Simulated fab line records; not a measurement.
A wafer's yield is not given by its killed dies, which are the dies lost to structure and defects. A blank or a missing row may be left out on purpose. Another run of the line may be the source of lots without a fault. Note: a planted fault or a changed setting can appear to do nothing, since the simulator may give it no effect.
3 desks looking at one fault | flow n5Finfet | each desk holds nothing but its own numbers, with what lay behind them at the end

METROLOGY DESK
What the gauges read, lot by lot, whatever tool the lot ran on: means of the sampled wafers that have a number. If a lot's mean is further than 4 standard deviations from the usual mean, the lot is out of limits and carries the mark OUT (the distance appears in the brackets). Of its 14 readings 7 are shown: those that lie furthest out on some lot.
Columns: A = cdNm at N5_SD_EPI_N_CD_MEAS_09, usual 120.0 nm; B = DIBL_P at N5_BEOL_M4_RC_MEAS_101, usual 36 mV/V; C = IOFF_N at N5_BEOL_M4_RC_MEAS_101, usual 0.16 nA/um; D = ION_N at N5_BEOL_M4_RC_MEAS_101, usual 677 uA/um; E = ION_P at N5_BEOL_M4_RC_MEAS_101, usual 464 uA/um; F = VT_N at N5_BEOL_M4_RC_MEAS_101, usual 250 mV; G = VT_P at N5_BEOL_M4_RC_MEAS_101, usual -251 mV
lot  | first seen here | A     | B  | C    | D   | E   | F   | G
L259 | day 2 21:43     | 120.7 | 38 | 0.18 | 673 | 471 | 248 | -245
L261 | day 3 09:58     | 117.5 | 40 | 0.23 | 694 | 474 | 243 | -247
L272 | day 6 10:41     | 121.3 | 41 | 0.19 | 687 | 473 | 249 | -250
L278 | day 7 20:17     | 122.3 | 37 | 0.18 | 677 | 463 | 248 | -248
L282 | day 8 15:52     | 120.7 | 34 | 0.12 | 653 | 445 | 254 | -259
This desk found nothing out of limits on any of the 5 lots.

THE DEFECT DESK
Per lot, the means of the sampled wafers with a number show what the inspections along the route counted. If a lot's mean is further than 4 standard deviations from the usual mean, the lot is out of limits and carries the mark OUT (the distance appears in the brackets).
Columns: A = rawDefectCount at N5_DUMMY_GATE_INSPECT_27, usual 284; B = rawDefectCount at N5_SPACER0_INSPECT_04, usual 131; C = rawDefectCount at N5_SD_EPI_N_INSPECT_11, usual 2.1
lot  | first seen here | A   | B   | C
L259 | day 2 22:39     | 280 | 126 | 3.7
L261 | day 3 10:46     | 408 | 159 | 1.7
L272 | day 6 11:29     | 315 | 166 | 1.7
L278 | day 7 21:05     | 231 | 134 | 2.7
L282 | day 8 16:39     | 281 | 124 | 1.3
This desk found nothing out of limits on any of the 5 lots.

THE TOOL OWNER'S DESK: rieSi-04
The tool's own readings at N5_DUMMY_GATE_ETCH_44 (etches poly-Si in HBr/O2, stops on SiO2, target depth 127.5 nm): means of the sampled wafers that have a number, for each lot that ran on this tool. If a lot's mean is further than 4 standard deviations from the usual mean, the lot is out of limits and carries the mark OUT (the distance appears in the brackets).
Columns: A = biasW at N5_DUMMY_GATE_ETCH_44, usual 20.00 W; B = drypumpMotorCurrentA at N5_DUMMY_GATE_ETCH_44, usual 5.6 A; C = oesProductAu at N5_DUMMY_GATE_ETCH_44, usual 0.728 a.u.; D = throttleValvePct at N5_DUMMY_GATE_ETCH_44, usual 18.5 %
lot  | first seen here | A     | B   | C     | D
L259 | day 2 22:10     | 19.98 | 5.2 | 0.741 | 18.5
L261 | day 3 10:22     | 19.98 | 5.4 | 0.726 | 18.3
L272 | day 6 11:06     | 19.92 | 5.6 | 0.733 | 18.2
L278 | day 7 20:40     | 19.96 | 5.5 | 0.742 | 18.3
This desk found nothing out of limits on any of the 4 lots.

BROUGHT TOGETHER
At the metrology desk, nothing out of limits was observed.
The defect desk saw nothing out of limits.
The desk of the tool owner found nothing out of limits.

WHAT HAD BEEN PUT IN BY THE SIMULATOR
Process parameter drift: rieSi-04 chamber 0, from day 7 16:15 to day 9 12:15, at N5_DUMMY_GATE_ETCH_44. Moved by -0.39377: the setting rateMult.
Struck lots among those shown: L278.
